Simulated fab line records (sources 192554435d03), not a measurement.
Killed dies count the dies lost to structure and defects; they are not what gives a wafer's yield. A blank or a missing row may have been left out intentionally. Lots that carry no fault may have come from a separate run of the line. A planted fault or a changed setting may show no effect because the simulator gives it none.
Matching of chambers	flow n5 finfet	rie diel-03 running N5_SD_EPI_P_ETCH_37: 4 sister chambers
The step etches SOC in N2/H2, overetch 108 nm, time 486 s. 33 wafers are shown with their chamber, then 12 later ones without.

## WAFERS WITH THEIR CHAMBER
wafer	chamber	showerhead plenum p Torr (Torr)	throttle valve pct (%)	drypump motor current A (A)
L074.2	1	2.61	23.93	5.2
L074.4	2	2.52	24.26	5.7
L074.6	2	2.52	24.26	5.7
L075.2	0	2.45	24.18	5.5
L075.5	3	2.63	23.72	5.7
L075.6	0	2.45	24.15	5.5
L077.2	0	2.44	24.17	5.5
L077.4	1	2.61	23.95	5.3
L077.5	0	2.44	24.18	5.5
L078.1	1	2.61	23.93	5.2
L078.2	0	2.44	24.17	5.5
L078.6	1	2.61	23.94	5.2
L079.2	3	2.62	23.73	5.7
L079.3	0	2.44	24.16	5.5
L079.4	2	2.51	24.27	5.7
L081.3	3	2.62	23.75	5.7
L081.5	2	2.51	24.28	5.7
L081.6	1	2.60	23.94	5.2
L082.1	2	2.51	24.29	5.7
L082.3	1	2.60	23.94	5.2
L082.5	1	2.60	23.94	5.2
L083.3	3	2.62	23.75	5.6
L083.4	1	2.60	23.95	5.3
L083.5	2	2.51	24.29	5.7
L086.1	0	2.44	24.20	5.5
L086.5	3	2.62	23.74	5.7
L086.6	0	2.44	24.20	5.5
L088.1	1	2.60	23.96	5.2
L088.2	0	2.43	24.19	5.5
L088.4	2	2.51	24.29	5.7
L089.3	3	2.62	23.77	5.7
L089.4	0	2.43	24.21	5.5
L089.6	3	2.62	23.76	5.7

SIGNATURES (means of the wafers above)
reading	chamber 0	chamber 1	chamber 2	chamber 3	scatter within a chamber
showerhead plenum p Torr	2.4400	2.6044	2.5129	2.6214	0.00542
throttle valve pct	24.1810	23.9422	24.2771	23.7457	0.0155
drypump motor current A	5.500	5.222	5.700	5.686	0.0288
Rule: distance of a wafer from a chamber = root of the sum over the readings of ((wafer's reading minus chamber's mean) / reading's scatter) squared. The wafer belongs to the nearest chamber; if the next one is less than 2 further off, it can't be placed. The scatter is the square root of a quotient: the sum, over the shown wafers, of each reading's squared deviation from its chamber's mean, divided by wafers minus chambers.

## WAFERS MISSING THEIR CHAMBER
wafer	showerhead plenum p Torr (Torr)	throttle valve pct (%)	drypump motor current A (A)
L093.3	2.50	24.32	5.7
L093.4	2.43	24.22	5.5
L093.6	2.50	24.33	5.7
L095.3	2.61	23.79	5.7
L095.5	2.59	23.69	5.2
L095.6	2.43	24.22	5.5
L097.1	2.59	23.69	5.2
L097.2	2.50	24.32	5.7
L097.3	2.43	24.23	5.5
L097.4	2.43	24.22	5.5
L097.5	2.50	24.32	5.7
L097.6	2.59	23.69	5.2

## EACH ONE'S CHAMBER
wafer	from the rows above	in truth
L093.3	2	2
L093.4	0	0
L093.6	2	2
L095.3	3	3
L095.5	can't be placed: 1 or 3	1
L095.6	0	0
L097.1	can't be placed: 1 or 3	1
L097.2	2	2
L097.3	0	0
L097.4	0	0
L097.5	2	2
L097.6	can't be placed: 1 or 3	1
Correct placement for 9 of the 12. Can't be placed from these rows: 3 (the true chamber is among the candidates in 3). Wrongly placed: 0.
